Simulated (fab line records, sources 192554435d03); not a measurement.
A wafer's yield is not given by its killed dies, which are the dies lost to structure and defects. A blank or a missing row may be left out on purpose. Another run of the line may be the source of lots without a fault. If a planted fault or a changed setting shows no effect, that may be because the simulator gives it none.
fab line records	flow n5Finfet
[record] lots = 6	wafers = 16	lastDay = 19
route steps=1938 shown BEOL_M3@969 BEOL_M4@1111
lots that met no fault: from a run of the same line without faults
startH: the number of hours between the record's first day and the start of the first shown wafer of the lot	waitH: hours since the lot's step before	" same as the row above	L1.1+2: a row that stands for several wafers	- no value, or no start was given	* or withheld: withheld	< > ~ a bound
route shown NAME@n: a module of which the file shows steps, and the number in the route of the first	usual: mean and standard deviation over wafers with no fault	same: alike in all rows	chamber/n: place in a boat	sites: per-site readings	_std_site: the values' standard deviation	_edge_site: the outer-site mean with the inner-site mean subtracted	radiusMm: for every site, how far away it sits from the centre of the wafer	mask NAME#n: copy n	behind: the last tool/chamber to shape the wafer	hold: reason for holding the lot/hours on hold/outcome of the hold	device: the n, p or np transistor that did not switch	end of line: tests run on the same wafers once the route is complete	where a step has no rows: the recipe by itself	killed: dies lost to structure and defects at the first sort, not the wafer's yield	map: per-die view of a wafer (x killed, . not killed, _ where there is no die)
set.NAME: the setting as run; set.NAME@STEP: as run at that earlier step	model.NAME: the simulator's own value behind a step, which no gauge read
lots at some steps of the route; a table a step, a row a wafer
services: when a tool's chamber went out of use (startH, in hours from the record's first day, below 0 if earlier), for how many hours, and the reason
[[steps]]
[step N5_BEOL_M3_DESCUM_33]
[recipe] chemistry = O2	timeS = 7	sourcePowerW = 50	biasPowerW = 20	pressureMtorr = 20	rfFrequencyHz = 2.712e+07	tempC = 40	resist = CAR-EUV	o2FlowSccm = 225
[usual] drypumpMotorCurrentA = 5.5/0.35	oesProductAu = 0.75/0.084	rfFwdPowerW = 49.46/0.2	rfVppV = 242.7/1.3	showerheadPlenumPTorr = 2.07/0.074	throttleValvePct = 20.49/0.24
lot.wafer	tool	chamber	startH	waitH	drypumpMotorCurrentA	oesProductAu	rfFwdPowerW	rfHoursCounterH	rfVppV	showerheadPlenumPTorr	throttleValvePct
L494.1	rieDiel-02	3	170.18	0.0	5.7	0.72	49.07	217	242.2	2.07	20.70
L494.2	"	1	"	"	6.0	0.72	49.46	178	242.6	1.98	20.06
L494.3	"	2	"	"	5.5	0.71	49.33	229	241.8	2.06	20.29
L497.1	rieDiel-06	2	184.07	0.0	5.2	0.70	49.39	218	243.9	2.17	20.51
L497.3	"	1	"	"	5.6	0.73	49.34	203	241.0	1.99	20.34
L497.6	"	0	"	"	4.9	0.88	49.79	-	243.5	2.06	20.28
L502.3	rieDiel-06	2	264.72	0.0	5.2	0.70	49.56	229	244.7	2.16	20.52
L502.5	"	1	"	"	5.6	0.72	49.54	-	241.9	1.98	20.36
L493.1	rieDiel-06	3	274.77	0.0	5.3	0.72	49.54	195	240.9	2.01	20.96
L493.2	"	1	"	"	5.7	0.72	49.46	222	242.0	1.98	20.37
L493.5	"	1	"	"	5.7	0.72	49.28	-	242.7	1.98	20.36
L507.3	rieDiel-04	3	274.95	0.0	5.6	0.66	49.17	253	243.4	2.05	20.65
L507.5	"	0	"	"	5.8	0.89	49.78	-	242.5	2.06	20.30
L512.1	rieDiel-06	0	290.87	0.4	4.9	0.83	49.60	54	243.6	2.05	20.30
L512.3	"	1	"	"	5.6	0.72	49.52	227	241.2	1.98	20.36
L512.4	"	3	"	"	5.4	0.71	49.56	200	241.8	2.01	20.98
[step N5_BEOL_M3_ETCH_77]
[recipe] chemistry = N2/H2	target = underlayer	targetDepthA = 65	maskMaterial = CAR-EUV	timeS = 5.2	ionEnergyEv = 200	pressureMtorr = 30	sourceW = 840	biasW = 150	n2FlowSccm = 200	h2FlowSccm = 200	ends = cleared
[step N5_BEOL_M3_ETCH_69]
[recipe] chemistry = CF4	target = SiARC	targetDepthA = 156	maskMaterial = CAR-EUV	timeS = 26	ionEnergyEv = 80	pressureMtorr = 40	sourceW = 545	biasW = 36	Ar_flow_sccm = 100	cf4FlowSccm = 100	ends = cleared
[step N5_BEOL_M3_ALD_98]
[recipe] material = SiO2	targetThkA = 25	tempC = 100	aldPrecursorFamily = BDEAS	aldCoReactant = O2-plasma	pulseTimeS = 1	coReactantPulseTimeS = 1	purgeTimeS = 2	coReactantPurgeTimeS = 2	aldCycles = 17	pressureTorr = 2
[usual] heaterPowerW = 78/7.1	precursorPulseHeightRel = 1.000/0.02	susceptorTempC = 100.01/0.12
[same] purgeTimeS = 2
lot.wafer	tool	chamber	startH	waitH	heaterPowerW	precursorPulseHeightRel	susceptorTempC
L494.1	aldSin-02	2	170.31	0.1	69	1.010	100.09
L494.2	"	3	"	"	88	0.960	99.97
L494.3	"	0	"	"	68	1.008	100.07
L497.1	aldSin-03	0	184.41	0.3	85	1.017	100.08
L497.3	"	2	"	"	80	1.003	99.62
L497.6	"	0	"	"	87	1.014	100.05
L502.3	aldSin-03	3	265.08	0.3	86	1.011	99.94
L502.5	"	3	"	"	83	1.014	99.84
L493.1	aldSin-01	3	275.66	0.8	70	0.974	100.02
L493.2	"	1	"	"	86	0.977	100.21
L493.5	"	2	"	"	78	0.999	99.88
L507.3	aldSin-01	1	275.75	0.7	88	1.010	100.17
L507.5	"	2	"	"	79	0.995	99.97
L512.1	aldSin-01	0	291.01	0.1	70	1.059	100.03
L512.3	"	3	"	"	68	1.003	99.88
L512.4	"	1	"	"	87	1.016	99.94
[step N5_BEOL_M3_ETCHBACK_99]
[recipe] chemistry = CHF3	target = SiO2	targetDepthA = 50	timeS = 10.4	sourceW = 215	biasW = 47	Ar_flow_sccm = 200	CHF3_flow_sccm = 12	ionEnergyEv = 100	pressureMtorr = 30
[usual] drypumpMotorCurrentA = 5.5/0.38	oes_ar_750_au = 0.77/0.086	oesProductAu = 0.77/0.09	rfFwdPowerW = 212.8/0.88	rfVppV = 241/5.2	showerheadPlenumPTorr = 2.14/0.083	throttleValvePct = 17.09/0.22
lot.wafer	tool	chamber	startH	waitH	drypumpMotorCurrentA	oes_ar_750_au	oesProductAu	rfFwdPowerW	rfHoursCounterH	rfVppV	showerheadPlenumPTorr	throttleValvePct
L494.1	rieDiel-04	0	209.01	38.6	5.8	0.94	0.94	212.2	23	234	2.12	16.77
L494.2	"	3	"	"	5.6	0.69	0.68	211.5	237	236	2.10	17.18
L494.3	"	1	"	"	6.3	0.70	0.69	213.4	237	234	2.05	17.35
L497.1	rieDiel-06	3	225.84	41.4	5.3	0.73	0.73	213.3	183	245	2.05	17.42
L497.3	"	2	"	"	5.2	0.71	0.71	214.1	223	245	2.22	17.16
L497.6	"	2	"	"	5.2	0.71	0.71	214.2	-	246	2.22	17.15
L502.3	rieDiel-04	0	280.51	15.4	5.8	0.90	0.90	212.1	42	233	2.11	16.81
L502.5	"	3	"	"	5.7	0.68	0.67	210.2	-	237	2.09	17.23
L493.1	rieDiel-06	2	295.54	19.8	5.2	0.70	0.70	213.6	239	246	2.21	17.20
L493.2	"	1	"	"	5.7	0.73	0.72	212.0	228	242	2.06	17.16
L493.5	"	0	"	"	4.9	0.82	0.82	213.8	-	246	2.10	16.83
L507.3	rieDiel-04	2	299.13	23.3	5.2	0.72	0.70	213.4	196	246	2.24	17.27
L507.5	"	0	"	"	5.8	0.89	0.87	211.8	-	232	2.11	16.85
L512.1	rieDiel-06	0	329.29	38.2	4.9	0.80	0.81	214.7	68	245	2.09	16.86
L512.3	"	3	"	"	5.3	0.71	0.70	213.6	215	242	2.04	17.48
L512.4	"	1	"	"	5.7	0.71	0.70	211.7	-	242	2.05	17.18
[step N5_BEOL_M3_ETCH_70]
[recipe] chemistry = N2/H2	target = SOC	targetDepthA = 800	overetchA = 160	maskMaterial = SiARC	tempC = 40	timeS = 120	ionEnergyEv = 200	pressureMtorr = 30	sourceW = 840	biasW = 150	n2FlowSccm = 200	h2FlowSccm = 200
[step N5_BEOL_M3_STRIP_71]
[recipe] chemistry = N2/H2	tempC = 40	n2FlowSccm = 200	h2FlowSccm = 200	rfFrequencyHz = 6e+07
[step N5_BEOL_M3_STRIP_78]
[recipe] chemistry = N2/H2	tempC = 40	n2FlowSccm = 200	h2FlowSccm = 200	rfFrequencyHz = 6e+07
[step N5_BEOL_M3_VIA_ETCH_34]
[recipe] chemistry = C4F6/O2	targetDepthA = 694	maskMaterial = SOC	pressureMtorr = 15	ionEnergyEv = 250	taperDeg = 4	timeS = 65.9	sourceW = 350	biasW = 170	Ar_flow_sccm = 300	C4F6_flow_sccm = 10	O2_flow_sccm = 10
[step N5_BEOL_M3_STRIP_83]
[recipe] chemistry = C4F6/O2	resist = SiARC	rfFrequencyHz = 6e+07
[step N5_BEOL_M3_STRIP_36]
[recipe] chemistry = N2/H2	powerW = 450	tempC = 40	pressureMtorr = 20	rfFrequencyHz = 6e+07	overashFraction = 0.3	biasPowerW = 7	h2Frac = 0.5	n2FlowSccm = 200	h2FlowSccm = 200
[step N5_BEOL_M3_TRENCH_ETCH_37]
[recipe] chemistry = C4F6/O2	targetDepthA = 555.55	target = SiOC	timeS = 29.2	ionEnergyEv = 250	pressureMtorr = 30	sourceW = 355	biasW = 185	Ar_flow_sccm = 300	C4F6_flow_sccm = 10	O2_flow_sccm = 10
[usual] drypumpMotorCurrentA = 5.5/0.38	oes_ar_750_au = 0.77/0.085	oesProductAu = 0.76/0.089	rfFwdPowerW = 350.4/1.7	rfVppV = 667/14	showerheadPlenumPTorr = 2.83/0.11	throttleValvePct = 20.88/0.21
lot.wafer	tool	chamber	startH	waitH	drypumpMotorCurrentA	oes_ar_750_au	oesProductAu	rfFwdPowerW	rfHoursCounterH	rfVppV	showerheadPlenumPTorr	throttleValvePct
L494.1	rieDiel-04	0	-	-	5.8	0.93	0.93	351.8	23	646	2.80	20.62
L494.2	"	3	"	"	5.7	0.69	0.68	345.5	237	652	2.78	20.92
L494.3	"	1	"	"	6.2	0.71	0.69	351.9	237	649	2.72	21.15
L497.1	rieDiel-06	3	-	-	5.3	0.72	0.72	350.1	183	672	2.72	21.22
L497.3	"	2	"	"	5.2	0.71	0.70	351.9	223	677	2.93	20.90
L497.6	"	2	"	"	5.2	0.72	0.70	349.8	-	677	2.93	20.89
L502.3	rieDiel-04	0	-	-	5.8	0.89	0.88	351.8	43	646	2.80	20.64
L502.5	"	3	"	"	5.7	0.68	0.67	347.1	-	650	2.77	20.96
L493.1	rieDiel-06	2	-	-	5.2	0.70	0.69	349.3	239	678	2.92	20.94
L493.2	"	1	"	"	5.6	0.73	0.72	349.6	229	666	2.73	20.94
L493.5	"	0	"	"	4.9	0.82	0.82	350.7	-	679	2.78	20.63
L507.3	rieDiel-04	2	-	-	5.2	0.71	0.70	352.4	196	678	2.96	21.04
L507.5	"	0	"	"	5.8	0.88	0.88	351.7	-	645	2.79	20.67
L512.1	rieDiel-06	0	-	-	4.9	0.81	0.81	351.9	68	680	2.77	20.66
L512.3	"	3	"	"	5.3	0.70	0.70	352.1	215	673	2.71	21.28
L512.4	"	1	"	"	5.7	0.72	0.71	348.7	-	668	2.72	20.96
[step N5_BEOL_M3_ETCH_41]
[recipe] chemistry = CH3F/O2	target = SiCN	targetDepthA = 299	taperDeg = 2	timeS = 52.5	ionEnergyEv = 120	maskMaterial = TiN	pressureMtorr = 30	sourceW = 395	biasW = 75	Ar_flow_sccm = 150	CH3F_flow_sccm = 30	O2_flow_sccm = 20
[usual] drypumpMotorCurrentA = 5.5/0.38	oesProductAu = 0.76/0.089	rfFwdPowerW = 391.7/1.5	rfVppV = 297.0/1.7	showerheadPlenumPTorr = 1.99/0.078	throttleValvePct = 16.35/0.22
lot.wafer	tool	chamber	startH	waitH	drypumpMotorCurrentA	oesProductAu	rfFwdPowerW	rfHoursCounterH	rfVppV	showerheadPlenumPTorr	throttleValvePct	model.etch.depthNm
L494.1	rieDiel-04	0	209.27	-	5.8	0.92	391.3	23	297.2	1.97	16.03	20.19
L494.2	"	3	"	"	5.7	0.68	388.4	237	297.6	1.95	16.48	19.96
L494.3	"	1	"	"	6.2	0.69	391.6	237	296.2	1.90	16.59	19.85
L497.1	rieDiel-06	3	226.11	-	5.4	0.73	391.7	183	295.3	1.91	16.70	19.95
L497.3	"	2	"	"	5.2	0.70	390.7	223	299.3	2.06	16.44	19.84
L497.6	"	2	"	"	5.2	0.70	390.1	-	297.8	2.06	16.42	19.83
L502.3	rieDiel-04	0	280.78	-	5.8	0.89	390.1	43	295.6	1.96	16.09	20.16
L502.5	"	3	"	"	5.6	0.49	391.2	-	296.4	1.95	16.51	11.71
L493.1	rieDiel-06	2	295.81	-	5.2	0.69	391.9	239	298.7	2.06	16.46	19.46
L493.2	"	1	"	"	5.7	0.71	389.0	229	295.6	1.91	16.38	19.98
L493.5	"	0	"	"	4.9	0.83	395.8	-	297.2	1.95	16.10	19.51
L507.3	rieDiel-04	2	299.39	-	5.2	0.70	393.3	196	297.9	2.08	16.52	19.39
L507.5	"	0	"	"	5.8	0.65	391.8	-	297.5	1.96	16.08	11.76
L512.1	rieDiel-06	0	329.56	-	4.9	0.81	394.1	68	296.6	1.95	16.13	19.49
L512.3	"	3	"	"	5.4	0.70	394.3	215	295.8	1.90	16.76	19.69
L512.4	"	1	"	"	5.7	0.71	391.0	-	294.7	1.90	16.40	20.13
[step N5_BEOL_M3_STRIP_97]
[recipe] chemistry = N2/H2	timeS = 10	powerW = 450	tempC = 40	pressureMtorr = 20	rfFrequencyHz = 6e+07	biasPowerW = 7	n2FlowSccm = 200	h2FlowSccm = 200
[usual] drypumpMotorCurrentA = 5.5/0.38	oesProductAu = 0.76/0.09	rfVppV = 59.2/0.87	showerheadPlenumPTorr = 2.52/0.1	throttleValvePct = 23.70/0.25
lot.wafer	tool	chamber	startH	waitH	drypumpMotorCurrentA	oesProductAu	rfHoursCounterH	rfVppV	showerheadPlenumPTorr	throttleValvePct
L494.1	rieDiel-04	0	-	-	5.8	0.93	23	59.1	2.50	23.45
L494.2	"	3	"	"	5.7	0.66	237	59.7	2.50	23.91
L494.3	"	1	"	"	6.2	0.69	237	58.7	2.40	24.08
L497.1	rieDiel-06	3	-	-	5.3	0.72	183	58.7	2.42	23.90
L497.3	"	2	"	"	5.2	0.70	223	58.9	2.63	23.76
L497.6	"	2	"	"	5.2	0.71	-	59.9	2.63	23.76
L502.3	rieDiel-04	0	-	-	5.8	0.89	43	60.4	2.49	23.49
L502.5	"	3	"	"	5.6	0.66	-	59.8	2.49	23.94
L493.1	rieDiel-06	2	-	-	5.3	0.69	239	59.1	2.62	23.80
L493.2	"	1	"	"	5.6	0.71	229	59.5	2.39	23.36
L493.5	"	0	"	"	4.9	0.83	-	57.4	2.48	23.45
L507.3	rieDiel-04	2	-	-	5.2	0.70	196	59.8	2.64	24.00
L507.5	"	0	"	"	5.8	0.88	-	58.6	2.49	23.49
L512.1	rieDiel-06	0	-	-	5.0	0.81	68	57.4	2.47	23.47
L512.3	"	3	"	"	5.4	0.70	215	60.7	2.41	23.94
L512.4	"	1	"	"	5.7	0.71	-	59.1	2.39	23.37
[step N5_BEOL_M4_RC_MEAS_101]
[usual] DIBL_N = 36.0/1.7	DIBL_P = 36.2/1.9	IOFF_N = 0.154/0.028	IOFF_P = 0.21/0.036	ION_N = 675/11	ION_P = 463/8.3	SS_N = 71.4/0.63	SS_P = 73.2/0.55	VT_N = 250.2/3	VT_P = -251/3.7
lot.wafer	tool	chamber	startH	waitH	DIBL_N[mV/V]	DIBL_P[mV/V]	IOFF_N[nA/um]	IOFF_P[nA/um]	ION_N[uA/um]	ION_P[uA/um]	SS_N[mV/dec]	SS_P[mV/dec]	VT_N[mV]	VT_P[mV]
L494.1	prober-02	0	243.98	0.0	35.0	34.9	0.137	0.19	668	458	70.6	73.7	249.0	-252
L494.2	"	0	"	"	37.1	36.2	0.167	0.22	678	463	71.9	73.6	248.0	-249
L494.3	"	0	"	"	36.0	34.9	0.140	0.19	665	451	70.7	72.7	251.1	-251
L497.1	prober-02	0	264.69	0.0	35.4	36.1	0.153	0.20	687	470	71.2	72.3	248.5	-250
L497.3	"	0	"	"	34.7	35.4	0.131	0.18	674	461	71.7	72.9	253.1	-253
L497.6	"	0	"	"	34.9	34.5	0.126	0.17	667	452	71.0	72.5	253.9	-257
L502.3	prober-01	0	297.83	0.3	34.3	34.2	0.130	0.15	663	448	70.7	73.3	250.6	-256
L502.5	"	0	"	"	36.5	36.8	0.164	0.18	686	462	71.8	73.0	251.3	-256
L493.1	prober-01	0	306.90	0.0	36.1	37.7	0.192	0.24	691	470	72.3	74.3	246.1	-250
L493.2	"	0	"	"	35.2	36.8	0.161	0.22	682	468	71.5	74.2	249.8	-252
L493.5	"	0	"	"	34.1	35.4	0.134	0.19	678	466	71.5	73.2	254.3	-252
L507.3	prober-01	0	316.16	0.3	33.4	31.6	0.113	0.13	654	447	70.8	72.5	255.1	-259
L507.5	"	0	"	"	34.1	33.8	0.128	0.16	668	450	71.2	73.2	254.9	-257
L512.1	prober-02	0	342.53	0.0	35.8	36.0	0.154	0.23	668	470	70.8	72.6	248.9	-245
L512.3	"	0	"	"	33.1	33.3	0.116	0.19	678	473	71.0	72.5	251.4	-248
L512.4	"	0	"	"	37.5	38.5	0.195	0.27	682	474	72.5	73.5	245.2	-248
[[services]]
tool	chamber	startH	hours	kind
rieDiel-02	1	154.13	5.4	repair
rieDiel-04	3	167.41	8.7	repair
aldSin-02	-	176.75	14.0	pm
rieDiel-02	-	179.40	1.0	repair
rieDiel-06	2	189.08	10.0	repair
aldSin-03	3	193.74	3.0	repair
rieDiel-06	-	200.13	14.6	pm
aldSin-02	1	218.77	4.4	repair
rieDiel-06	2	226.76	7.4	repair
rieDiel-04	3	236.60	5.9	repair
aldSin-02	-	243.96	2.3	repair
aldSin-01	-	244.06	1.3	repair
rieDiel-02	-	257.06	72.1	repair
aldSin-03	-	268.43	14.0	pm
aldSin-01	2	276.38	17.0	repair
aldSin-01	1	292.81	2.0	repair
rieDiel-04	3	294.15	6.5	repair
aldSin-03	2	298.75	6.0	repair
aldSin-03	3	312.96	10.0	repair
rieDiel-06	2	324.33	-	clean
rieDiel-06	2	324.33	-	consumableReplace:focusRing
rieDiel-06	2	324.33	21.0	scheduledDown
rieDiel-06	2	324.33	21.0	ventCycle
rieDiel-02	-	329.20	14.6	pm
[[key]]
firstSign none at tools or gauges
[modelEffect] step = N5_BEOL_M3_ETCH_41	value = etch.depthNm	without = 20.03	struck = 11.73
metAt N5_BEOL_M3_ETCH_41
struckWafers L502.5,L507.5
onsetBetween 209.27 280.78
[fault] kind = processParameterDrift	tool = rieDiel-04	chamber = -	onsetH = 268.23	steps = N5_BEOL_M3_ETCH_41	channel = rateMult	offset = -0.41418	shape = step	endH = 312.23	scope = struckWafersOnly
